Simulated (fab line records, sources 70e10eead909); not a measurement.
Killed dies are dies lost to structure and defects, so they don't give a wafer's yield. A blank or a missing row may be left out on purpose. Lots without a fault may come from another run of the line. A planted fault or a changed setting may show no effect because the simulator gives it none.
Which tool did it? | flow nand_harc | 13 lots, 39 wafers sampled, at 5 steps of a route of 1302

WHAT THE GAUGES READ, wafer by wafer
NHARC_THIN_TSV_CD_MEAS_33: target cd 5000 nm.
lot  | measured     | on        | cd_nm (nm)
L798 | day 24 08:37 | cd_sem-01 | 5001.9 4998.9 5001.6
L797 | day 24 09:27 | cd_sem-02 | 5000.7 5000.1 4999.9
L799 | day 25 02:28 | cd_sem-02 | 4997.9 4996.0 4999.7
L800 | day 25 03:35 | cd_sem-02 | 4998.2 5001.6 5003.4
L801 | day 25 22:59 | cd_sem-03 | 5002.3 5000.6 5000.6
L802 | day 26 18:09 | cd_sem-01 | 4999.1 5000.3 5000.8
L803 | day 26 09:43 | cd_sem-02 | 5000.4 5001.9 5001.0
L811 | day 29 23:52 | cd_sem-01 | 5003.5 5001.0 5002.1
L813 | day 30 12:52 | cd_sem-03 | 5000.1 5002.1 5004.5
L814 | day 30 20:03 | cd_sem-01 | 5004.5 5002.0 5000.1
L815 | day 32 08:19 | cd_sem-02 | 5003.3 4999.5 5003.1
L820 | day 33 16:14 | cd_sem-01 | 5002.1 5000.6 5000.9
L819 | day 33 17:31 | cd_sem-01 | 5000.3 5002.1 5003.8

NHARC_END_SORT_01.
lot  | measured     | on        | killed_at_array | killed_at_other | killed_at_periphery | killed_dies | killed_open | killed_short
L797 | day 24 22:46 | prober-01 | 55 60 59        | 0 0 1           | 4 3 2               | 59 63 62    | 2 3 2       | 1 2 1
L811 | day 30 08:58 | prober-01 | 78 70 75        | 0 0 0           | 0 3 0               | 78 73 75    | 1 5 2       | 0 2 5
L813 | day 31 02:38 | prober-01 | 101 169 158     | 0 0 0           | 6 4 9               | 107 173 167 | 2 2 2       | 2 2 4

WHICH TOOL RAN EACH LOT (tool, then ch and the chambers of the sampled wafers, then the start)
lot  | NHARC_A_STAIRCASE_ETCH_21          | NHARC_THIN_TSV_ETCHBACK_48         | NHARC_THIN_TSV_PRE_CLEAN_54
L798 | rie_diel-12 ch 1,2,3, day 15 20:38 | rie_diel-02 ch 1,2,3, day 24 04:49 | pvd_sputter-02, day 24 07:39
L797 | rie_diel-05 ch 1,2, day 15 20:44   | rie_diel-10 ch 0,1,3, day 24 05:56 | pvd_sputter-03, day 24 08:30
L799 | rie_diel-05 ch 0,1,2, day 16 20:25 | rie_diel-01 ch 1,2, day 24 22:42   | pvd_sputter-01, day 25 01:25
L800 | rie_diel-12 ch 0,1, day 17 04:26   | rie_diel-10 ch 0,1, day 24 23:47   | pvd_sputter-01, day 25 02:32
L801 | rie_diel-05 ch 0,1, day 17 13:40   | rie_diel-02 ch 0,2,3, day 25 19:21 | pvd_sputter-02, day 25 21:57
L802 | rie_diel-12 ch 0,1,2, day 18 00:24 | rie_diel-02 ch 0,1,3, day 26 14:29 | pvd_sputter-02, day 26 17:05
L803 | rie_diel-03 ch 0,1,2, day 18 03:26 | rie_diel-02 ch 1,3, day 26 06:02   | pvd_sputter-01, day 26 08:39
L811 | rie_diel-12 ch 1,3, day 21 22:04   | rie_diel-01 ch 0,2,3, day 29 20:05 | pvd_sputter-02, day 29 22:44
L813 | rie_diel-12 ch 1,3, day 22 09:05   | rie_diel-01 ch 0,2, day 30 09:08   | pvd_sputter-02, day 30 11:49
L814 | rie_diel-05 ch 1,2,3, day 22 21:28 | rie_diel-02 ch 1,2, day 30 16:31   | pvd_sputter-01, day 30 19:07
L815 | rie_diel-03 ch 1,2, day 23 19:23   | rie_diel-01 ch 1,2,3, day 32 04:54 | pvd_sputter-02, day 32 07:25
L820 | rie_diel-05 ch 0,1,2, day 25 03:36 | rie_diel-02 ch 0,1,2, day 33 12:28 | pvd_sputter-01, day 33 15:19
L819 | rie_diel-03 ch 1,3, day 25 03:47   | rie_diel-01 ch 0,2,3, day 33 13:47 | pvd_sputter-03, day 33 16:26
- NHARC_A_STAIRCASE_ETCH_21: etches the open film in C4F8/O2, target depth 100 nm, time 40.5 s.
- NHARC_THIN_TSV_ETCHBACK_48: etches the open film in C4F8/Ar, target depth 1028.5 nm, time 405.17 s.
- NHARC_THIN_TSV_PRE_CLEAN_54: time 30 s.

WHAT THE TOOLS THEMSELVES READ (means of the sampled wafers that have a number; where no wafer has one, the mark that the record gives instead)
NHARC_A_STAIRCASE_ETCH_21.
lot  | tool        | chamber_pressure_mTorr (mTorr) | oes_product_au (a.u.) | rf_vpp_V (V)
L798 | rie_diel-12 | 24.994                         | 0.936                 | 894
L797 | rie_diel-05 | 25.002                         | 0.932                 | 893
L799 | rie_diel-05 | 24.993                         | 0.966                 | 893
L800 | rie_diel-12 | 24.982                         | 0.965                 | 896
L801 | rie_diel-05 | 24.994                         | 0.956                 | 893
L802 | rie_diel-12 | 24.995                         | 0.943                 | 894
L803 | rie_diel-03 | 24.999                         | 0.957                 | 898
L811 | rie_diel-12 | 24.993                         | 0.944                 | 894
L813 | rie_diel-12 | 25.002                         | 0.967                 | 891
L814 | rie_diel-05 | 24.995                         | 0.941                 | 893
L815 | rie_diel-03 | 25.010                         | 0.947                 | 897
L820 | rie_diel-05 | 24.989                         | 0.935                 | 892
L819 | rie_diel-03 | 24.981                         | 0.973                 | 900

NHARC_THIN_TSV_ETCHBACK_48.
lot  | tool        | chamber_pressure_mTorr (mTorr) | oes_product_au (a.u.) | rf_vpp_V (V)
L798 | rie_diel-02 | 25.031                         | 0.92                  | 545.2
L797 | rie_diel-10 | 25.011                         | 0.92                  | 547.6
L799 | rie_diel-01 | 24.985                         | 1.00                  | 544.6
L800 | rie_diel-10 | 24.997                         | 0.92                  | 547.2
L801 | rie_diel-02 | 25.008                         | 1.01                  | 545.3
L802 | rie_diel-02 | 24.999                         | 0.93                  | 544.5
L803 | rie_diel-02 | 25.005                         | 0.93                  | 546.1
L811 | rie_diel-01 | 24.996                         | 0.93                  | 546.6
L813 | rie_diel-01 | 25.031                         | 0.98                  | 545.1
L814 | rie_diel-02 | 25.003                         | 0.93                  | 547.6
L815 | rie_diel-01 | 25.009                         | 1.00                  | 546.4
L820 | rie_diel-02 | 25.014                         | 0.96                  | 546.4
L819 | rie_diel-01 | 24.990                         | 0.96                  | 546.4

NHARC_THIN_TSV_PRE_CLEAN_54.
lot  | tool           | heater_power_w (W)
L798 | pvd_sputter-02 | 438
L797 | pvd_sputter-03 | 414
L799 | pvd_sputter-01 | 404
L800 | pvd_sputter-01 | 395
L801 | pvd_sputter-02 | 427
L802 | pvd_sputter-02 | 426
L803 | pvd_sputter-01 | 393
L811 | pvd_sputter-02 | 436
L813 | pvd_sputter-02 | 430
L814 | pvd_sputter-01 | 410
L815 | pvd_sputter-02 | 433
L820 | pvd_sputter-01 | 412
L819 | pvd_sputter-03 | 417

THE ANSWER, worked out from the rows above alone
Rule: what is usual is taken from the lots themselves. Put in order of their means at a reading, lots are off if they are a third of the lots or fewer, leave a main group of 4 or more, and stand apart from it by a gap of 3 or more times the standard deviation of the main group's means; of several such gaps the widest counts. A main group whose means are all the same, to the digits that the tables above print for the reading, isn't used. A lot without any number at a reading at which 4 lots or more have one is off too. The other lots that the step has rows for count as sound. The gauges are gone through in route order, then the tools' own readings, and for those a lot's mean is taken as printed above. The first step at which some lot is off is used, and at that step the reading that is off furthest; a lot without a number counts as furthest.
No lot is off at any reading shown: from this, nothing can be told.

WHAT THE SIMULATOR HAD PUT IN
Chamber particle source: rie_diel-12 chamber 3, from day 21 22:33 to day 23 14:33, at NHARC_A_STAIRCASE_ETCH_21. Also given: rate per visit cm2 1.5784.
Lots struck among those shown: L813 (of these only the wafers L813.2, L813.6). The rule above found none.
